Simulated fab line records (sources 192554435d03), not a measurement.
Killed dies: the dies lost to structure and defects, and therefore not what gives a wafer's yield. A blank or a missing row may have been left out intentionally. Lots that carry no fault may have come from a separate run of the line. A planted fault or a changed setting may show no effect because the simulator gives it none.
Split-lot study	flow n5Finfet	route with 1938 steps; 7 lots, 21 wafers read

ON THE SPLIT
At N5_BEOL_M15_TRENCH_ETCH_34 (etches SiO2 in C4F8/O2/Ar, target depth 872.93 nm, time 199 s), the setting timeS was moved away from the recipe's 199 s on 8 of the 21 wafers read, by -19.0% to +16.4%. This setting was run at the recipe's value on the other wafers.

FROM THE SPLIT TO THE READING: what the file shows between them, 7 steps
- N5_BEOL_M15_STRIP_36: strips in O2
- N5_BEOL_M15_ECD_47: material Cu, target thk 1860 nm
- N5_BEOL_M15_ANNEAL_48: time 90 s
- N5_BEOL_M15_CMP_49: polishes, stops on SiO2, t overpolish 4.9 s, target thk 850 nm
- N5_BEOL_M15_THK_MEAS_50: measures by xrf
- N5_BEOL_M15_PRE_CLEAN_52: time 15 s
- N5_BEOL_M15_DEP_53: deposits SiCN from 3MS/NH3, target thk 50 nm, time 17.8 s

THE READING
M15_RS in ohm/sq, measured at N5_BEOL_M15_RS_MEAS_54 by four-point-probe. A value of 0.0218 ohm/sq with a standard deviation of 0.00056 ohm/sq is what fault-free wafers of this fab line usually give.

wafer	tool, chamber at the split	timeS as run, s	against the recipe	M15_RS, ohm/sq	against lot-mates on the recipe
L075.1	rieDiel-04, 1	226.9	+14.0%	0.0193	-0.0026
L075.2	rieDiel-04, 2	199	recipe	0.0218	-
L075.4	rieDiel-04, 2	199	recipe	0.0219	-
L082.2	rieDiel-06, 1	161.2	-19.0%	0.0274	+0.0058
L082.3	rieDiel-06, 0	161.2	-19.0%	0.0271	+0.0055
L082.5	rieDiel-06, 3	199	recipe	0.0216	-
L085.4	rieDiel-02, 3	199	recipe	0.0226	-
L085.5	rieDiel-02, 0	231.7	+16.4%	0.0177	-0.0039
L085.6	rieDiel-02, 1	199	recipe	0.0206	-
L086.2	rieDiel-04, 1	199	recipe	0.0228	-
L086.3	rieDiel-04, 3	199	recipe	0.0217	-
L086.4	rieDiel-04, 0	199	recipe	0.0225	-
L087.1	rieDiel-06, 2	199	recipe	0.0214	-
L087.2	rieDiel-06, 1	228.8	+15.0%	0.0188	-0.0026
L087.6	rieDiel-06, 2	228.8	+15.0%	0.0185	-0.0029
L089.1	rieDiel-04, 3	199	recipe	0.0216	-
L089.2	rieDiel-04, 0	199	recipe	0.0226	-
L089.4	rieDiel-04, 1	199	recipe	0.0225	-
L091.1	rieDiel-04, 2	230.4	+15.8%	0.0187	-0.0031
L091.4	rieDiel-04, 3	230.4	+15.8%	0.0184	-0.0034
L091.6	rieDiel-04, 2	199	recipe	0.0218	-

FIT RESULTS
A straight line over all 21 wafers: M15_RS changes by -0.000245 ohm/sq for each +1% of timeS; r = -0.97; the points scatter about the line by 0.00058 ohm/sq.
The same after taking each lot's own level away (the mean of its wafers on the recipe; 21 wafers): -0.000241 ohm/sq for each +1%; r = -0.97; scatter 0.0006 ohm/sq.
The reading moves by 0.0046 ohm/sq for the largest change in timeS, on that fit.
From 0.02140 to 0.02233 ohm/sq: that is the span of the lots' own levels, equal to 1.7 times the standard deviation above.
The two slopes agree, so the slope changes little with the lot-to-lot level.
Check: +0.00449 ohm/sq against its lot-mates is what the line predicts for one of the wafers moved furthest among these (-19.0%) when that wafer is left out of the fit. Against them it came out at +0.0058 ohm/sq.

THESE WAFERS: OTHER SPLITS
Note: prior to the reading, these wafers also went through further splits. Each is held against what the fit with the lots' levels taken away leaves over:
other split on the same wafers	wafers away from the commonest value	r with M15_RS (lot level and that fit taken away)
N5_BEOL_M14_TRENCH_ETCH_34 timeS	11	-0.11
N5_BEOL_M15_ETCH_61 timeS	10	+0.14

THE WHOLE CHAIN: every reading that the file lists as answering this split, in the file's order
step	what it does	reading	change (the file's fit)	r (the file's)
N5_BEOL_M15_TRENCH_ETCH_34	etches SiO2 in C4F8/O2/Ar, target depth 872.93 nm, time 199 s	etch.depthNm (the simulator's own value, which no gauge read)	+9.19 nm for each +1% of the setting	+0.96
N5_BEOL_M15_CMP_49	polishes, stops on SiO2, t overpolish 4.9 s, target thk 850 nm	Cu_of_BEOL_M15_ECD_47.thkNm (the simulator's own value, which no gauge read)	+9.2 nm for each +1% of the setting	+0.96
N5_BEOL_M15_THK_MEAS_50	measures by xrf	M15_THK	+9.11 for each +1% of the setting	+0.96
N5_BEOL_M15_RS_MEAS_54	measures by four-point-probe	M15_RS	-0.00023 for each +1% of the setting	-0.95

FILE'S OWN FIT
M15_RS changes by -0.00023 ohm/sq for each +1% of timeS, r = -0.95.
